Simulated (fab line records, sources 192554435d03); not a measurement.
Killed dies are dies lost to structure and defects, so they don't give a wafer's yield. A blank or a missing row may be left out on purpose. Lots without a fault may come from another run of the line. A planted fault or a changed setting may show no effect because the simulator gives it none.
Which tool did it? | flow n5_finfet | 7 lots, 21 wafers sampled, at 9 steps of a route of 1938

WHAT THE GAUGES READ, wafer by wafer
N5_SD_EPI_N_INSPECT_26: inspects for defects (darkfield).
lot  | measured    | on                | raw_defect_count
L130 | day 3 05:43 | defect_inspect-02 | 215 192 243
L134 | day 4 05:08 | defect_inspect-01 | 253 134 177
L136 | day 4 17:40 | defect_inspect-02 | 511 573 445
L137 | day 5 01:28 | defect_inspect-01 | 507 440 464
L138 | day 5 08:22 | defect_inspect-02 | 181 270 220
L146 | day 7 04:14 | defect_inspect-02 | 181 189 182
L147 | day 7 11:48 | defect_inspect-01 | 187 167 167

N5_SD_EPI_P_INSPECT_11: inspects for defects (macro).
lot  | measured    | on                | raw_defect_count
L130 | day 3 06:10 | defect_inspect-02 | 1 5 0
L134 | day 4 05:35 | defect_inspect-02 | 2 1 2
L136 | day 4 18:07 | defect_inspect-01 | 286 300 274
L137 | day 5 01:55 | defect_inspect-02 | >300 >300 >300
L138 | day 5 08:49 | defect_inspect-01 | 2 3 3
L146 | day 7 04:41 | defect_inspect-01 | 2 2 3
L147 | day 7 12:15 | defect_inspect-02 | 0 0 3

N5_SD_EPI_P_INSPECT_26: inspects for defects (darkfield).
lot  | measured    | on                | raw_defect_count
L130 | day 3 09:56 | defect_inspect-01 | 137 108 164
L134 | day 4 09:21 | defect_inspect-01 | 178 124 147
L136 | day 4 21:53 | defect_inspect-01 | 467 532 450
L137 | day 5 07:39 | defect_inspect-01 | 478 446 442
L138 | day 5 14:42 | defect_inspect-02 | 170 218 215
L146 | day 7 09:25 | defect_inspect-01 | 165 151 148
L147 | day 7 18:08 | defect_inspect-01 | 144 133 127

N5_SD_ACTIVATION_INSPECT_02: inspects for defects (darkfield).
lot  | measured    | on                | raw_defect_count
L130 | day 3 10:41 | defect_inspect-01 | 130 107 162
L134 | day 4 10:06 | defect_inspect-01 | 171 135 152
L136 | day 4 22:38 | defect_inspect-02 | 478 552 468
L137 | day 5 08:25 | defect_inspect-01 | 472 439 460
L138 | day 5 15:28 | defect_inspect-01 | 138 206 172
L146 | day 7 10:23 | defect_inspect-02 | 188 172 166
L147 | day 7 18:53 | defect_inspect-01 | 147 132 107

N5_BEOL_M4_RC_MEAS_101.
lot  | measured     | on        | DIBL_N (mV/V)  | DIBL_P (mV/V)  | IOFF_N (nA/um) | IOFF_P (nA/um) | ION_N (uA/um) | ION_P (uA/um) | SS_N (mV/dec)  | SS_P (mV/dec)  | VT_N (mV)   | VT_P (mV)
L130 | day 7 14:49  | prober-01 | 39.5 37.5 34.2 | 39.9 36.7 33.5 | 0.20 0.17 0.11 | 0.24 0.20 0.15 | 672 681 642   | 458 461 443   | 72.9 71.9 71.0 | 74.6 74.5 72.4 | 248 253 256 | -248 -251 -256
L134 | day 8 10:10  | prober-02 | 35.5 34.1 36.4 | 34.9 33.8 35.9 | 0.14 0.12 0.17 | 0.19 0.18 0.21 | 667 673 689   | 464 467 467   | 70.9 70.8 71.2 | 73.4 72.8 72.6 | 251 250 247 | -251 -254 -250
L136 | day 9 04:19  | prober-01 | 35.6 34.7 38.1 | 38.0 36.0 39.9 | 0.17 0.14 0.20 | 0.21 0.18 0.23 | 681 662 681   | 456 454 458   | 71.0 71.7 71.8 | 72.9 73.0 74.0 | 252 250 249 | -250 -253 -251
L137 | day 9 19:28  | prober-02 | 37.3 37.1 36.5 | 37.1 38.6 36.5 | 0.18 0.19 0.16 | 0.24 0.27 0.22 | 676 691 682   | 468 477 463   | 71.6 71.7 71.3 | 72.4 73.7 72.6 | 249 246 250 | -248 -247 -250
L138 | day 10 02:51 | prober-01 | 35.0 37.7 35.9 | 34.7 37.1 35.6 | 0.13 0.17 0.14 | 0.21 0.25 0.24 | 654 668 655   | 466 464 464   | 71.3 71.3 70.4 | 72.4 73.0 72.9 | 254 250 252 | -251 -247 -247
L146 | day 11 13:39 | prober-02 | 34.7 32.8 34.0 | 33.5 31.6 32.5 | 0.11 0.10 0.11 | 0.16 0.13 0.15 | 652 648 664   | 449 441 447   | 70.9 70.4 70.9 | 72.8 72.4 72.4 | 255 258 254 | -254 -256 -256
L147 | day 12 13:05 | prober-02 | 36.2 35.4 36.9 | 35.5 35.1 37.5 | 0.16 0.16 0.17 | 0.21 0.21 0.24 | 670 677 676   | 465 468 462   | 71.2 71.6 72.2 | 73.1 73.0 73.1 | 251 249 249 | -249 -249 -249

WHICH TOOL RAN EACH LOT (tool, then ch and the chambers of the sampled wafers, then the start)
lot  | N5_DUMMY_GATE_STRIP_48            | N5_SD_EPI_N_ETCHBACK_44           | N5_SD_EPI_N_ETCH_45               | N5_SD_EPI_N_ETCH_16
L130 | rie_diel-06 ch 0,2, day 3 00:35   | rie_diel-01 ch 0,1, day 3 02:09   | rie_diel-01 ch 0,1, day 3 02:15   | rie_diel-01 ch 0,1, day 3 02:21
L134 | rie_diel-05 ch 0,1,2, day 3 23:47 | rie_diel-01 ch 2,3, day 4 01:35   | rie_diel-01 ch 2,3, day 4 01:41   | rie_diel-01 ch 2,3, day 4 01:47
L136 | rie_diel-06 ch 0,2,3, day 4 11:14 | rie_diel-01 ch 0,2,3, day 4 13:01 | rie_diel-01 ch 0,2,3, day 4 13:07 | rie_diel-01 ch 0,2,3, day 4 13:13
L137 | rie_diel-05 ch 0,1,2, day 4 16:50 | rie_diel-01 ch 0,1,2, day 4 21:52 | rie_diel-01 ch 0,1,2, day 4 21:58 | rie_diel-01 ch 0,1,2, day 4 22:04
L138 | rie_diel-05 ch 1,2,3, day 5 01:36 | rie_diel-03 ch 0,2,3, day 5 04:46 | rie_diel-03 ch 0,2,3, day 5 04:52 | rie_diel-03 ch 0,2,3, day 5 04:58
L146 | rie_diel-05 ch 1,2,3, day 6 22:59 | rie_diel-04 ch 1,2,3, day 7 00:42 | rie_diel-04 ch 1,2,3, day 7 00:48 | rie_diel-04 ch 1,2,3, day 7 00:54
L147 | rie_diel-02 ch 0,3, day 7 04:53   | rie_diel-04 ch 1,2,3, day 7 07:14 | rie_diel-04 ch 1,2,3, day 7 07:20 | rie_diel-04 ch 1,2,3, day 7 07:26
- N5_DUMMY_GATE_STRIP_48: strips in N2/H2, time 20 s.
- N5_SD_EPI_N_ETCHBACK_44: etches SiNx in CH3F/O2, stops on SiO2, target depth 14.5 nm.
- N5_SD_EPI_N_ETCH_45: etches SiOCN in CH3F/O2, target depth 6 nm.
- N5_SD_EPI_N_ETCH_16: etches SiO2 in CHF3/O2, target depth 5 nm.

WHAT THE TOOLS THEMSELVES READ (means of the sampled wafers that have a number; where no wafer has one, the mark that the record gives instead)
N5_DUMMY_GATE_STRIP_48.
lot  | tool        | drypump_motor_current_A (A) | oes_product_au (a.u.) | rf_vpp_V (V) | showerhead_plenum_p_Torr (Torr) | throttle_valve_pct (%)
L130 | rie_diel-06 | 5.4                         | 0.75                  | 44.7         | 3.28                            | 12.2
L134 | rie_diel-05 | 5.6                         | 0.80                  | 45.4         | 3.40                            | 12.4
L136 | rie_diel-06 | 5.8                         | 0.74                  | 45.6         | 3.37                            | 12.3
L137 | rie_diel-05 | 5.6                         | 0.80                  | 45.7         | 3.40                            | 12.5
L138 | rie_diel-05 | 5.4                         | 0.80                  | 45.2         | 3.50                            | 12.3
L146 | rie_diel-05 | 5.4                         | 0.79                  | 46.0         | 3.49                            | 12.3
L147 | rie_diel-02 | 5.4                         | 0.75                  | 45.5         | 3.51                            | 12.4

N5_SD_EPI_N_ETCHBACK_44.
lot  | tool        | drypump_motor_current_A (A) | oes_ar_750_au (a.u.) | oes_f_703_au (a.u.) | oes_product_au (a.u.) | rf_vpp_V (V) | showerhead_plenum_p_Torr (Torr) | throttle_valve_pct (%)
L130 | rie_diel-01 | 5.5                         | 0.77                 | 0.78                | 0.66                  | 292          | 2.03                            | 16.22
L134 | rie_diel-01 | 5.7                         | 0.88                 | 0.88                | 0.74                  | 295          | 2.07                            | 16.22
L136 | rie_diel-01 | 5.6                         | 0.81                 | 0.82                | 0.70                  | 295          | 2.02                            | 16.25
L137 | rie_diel-01 | 5.2                         | 0.75                 | 0.75                | 0.64                  | 298          | 2.00                            | 16.32
L138 | rie_diel-03 | 5.5                         | 0.78                 | 0.78                | 0.66                  | 292          | 2.06                            | 16.20
L146 | rie_diel-04 | 6.0                         | 0.77                 | 0.77                | 0.66                  | 301          | 2.03                            | 16.37
L147 | rie_diel-04 | 6.0                         | 0.76                 | 0.76                | 0.65                  | 302          | 2.03                            | 16.37

N5_SD_EPI_N_ETCH_45.
lot  | tool        | drypump_motor_current_A (A) | oes_product_au (a.u.) | rf_vpp_V (V) | showerhead_plenum_p_Torr (Torr) | throttle_valve_pct (%)
L130 | rie_diel-01 | 5.6                         | 0.77                  | 128.1        | 2.03                            | 23.18
L134 | rie_diel-01 | 5.7                         | 0.87                  | 128.4        | 2.07                            | 23.23
L136 | rie_diel-01 | 5.6                         | 0.82                  | 127.6        | 2.02                            | 23.25
L137 | rie_diel-01 | 5.2                         | 0.74                  | 127.2        | 2.00                            | 23.30
L138 | rie_diel-03 | 5.5                         | 0.77                  | 128.4        | 2.05                            | 23.11
L146 | rie_diel-04 | 6.0                         | 0.77                  | 127.4        | 2.02                            | 23.32
L147 | rie_diel-04 | 6.0                         | 0.76                  | 127.8        | 2.02                            | 23.31

N5_SD_EPI_N_ETCH_16.
lot  | tool        | drypump_motor_current_A (A) | oes_ar_750_au (a.u.) | oes_f_703_au (a.u.) | oes_product_au (a.u.) | rf_vpp_V (V) | showerhead_plenum_p_Torr (Torr) | throttle_valve_pct (%)
L130 | rie_diel-01 | 5.6                         | 0.77                 | 0.78                | 0.77                  | 515          | 2.45                            | 18.75
L134 | rie_diel-01 | 5.7                         | 0.87                 | 0.87                | 0.87                  | 518          | 2.49                            | 18.81
L136 | rie_diel-01 | 5.6                         | 0.81                 | 0.81                | 0.81                  | 519          | 2.44                            | 18.81
L137 | rie_diel-01 | 5.2                         | 0.75                 | 0.75                | 0.75                  | 523          | 2.41                            | 18.86
L138 | rie_diel-03 | 5.5                         | 0.77                 | 0.78                | 0.78                  | 515          | 2.48                            | 18.73
L146 | rie_diel-04 | 6.0                         | 0.77                 | 0.77                | 0.76                  | 533          | 2.45                            | 18.92
L147 | rie_diel-04 | 6.0                         | 0.76                 | 0.77                | 0.76                  | 532          | 2.45                            | 18.93

THE ANSWER, worked out from the rows above alone
Rule: what is usual is taken from the lots themselves. Put in order of their means at a reading, lots are off if they are a third of the lots or fewer, leave a main group of 4 or more, and stand apart from it by a gap of 3 or more times the standard deviation of the main group's means; of several such gaps the widest counts. A main group whose means are all the same, to the digits that the tables above print for the reading, isn't used. A lot without any number at a reading at which 4 lots or more have one is off too. The other lots that the step has rows for count as sound. The gauges are gone through in route order, then the tools' own readings, and for those a lot's mean is taken as printed above. The first step at which some lot is off is used, and at that step the reading that is off furthest; a lot without a number counts as furthest.
Off: L136, L137, at N5_SD_EPI_N_INSPECT_26 (raw_defect_count). The main group: mean 197, standard deviation 19.
A tool fits if, at a process step before that reading, it ran every lot that is off, and no sound lot after the first of them. The gauges at N5_SD_EPI_N_INSPECT_26 are tried like those tools. One fits: rie_diel-01 at N5_SD_EPI_N_ETCHBACK_44 and N5_SD_EPI_N_ETCH_45 and N5_SD_EPI_N_ETCH_16. At N5_SD_EPI_N_ETCHBACK_44 its last sound lot is L134 (day 4 01:35), its first lot that is off L136 (day 4 13:01): a fault that began between those two fits.

WHAT THE SIMULATOR HAD PUT IN
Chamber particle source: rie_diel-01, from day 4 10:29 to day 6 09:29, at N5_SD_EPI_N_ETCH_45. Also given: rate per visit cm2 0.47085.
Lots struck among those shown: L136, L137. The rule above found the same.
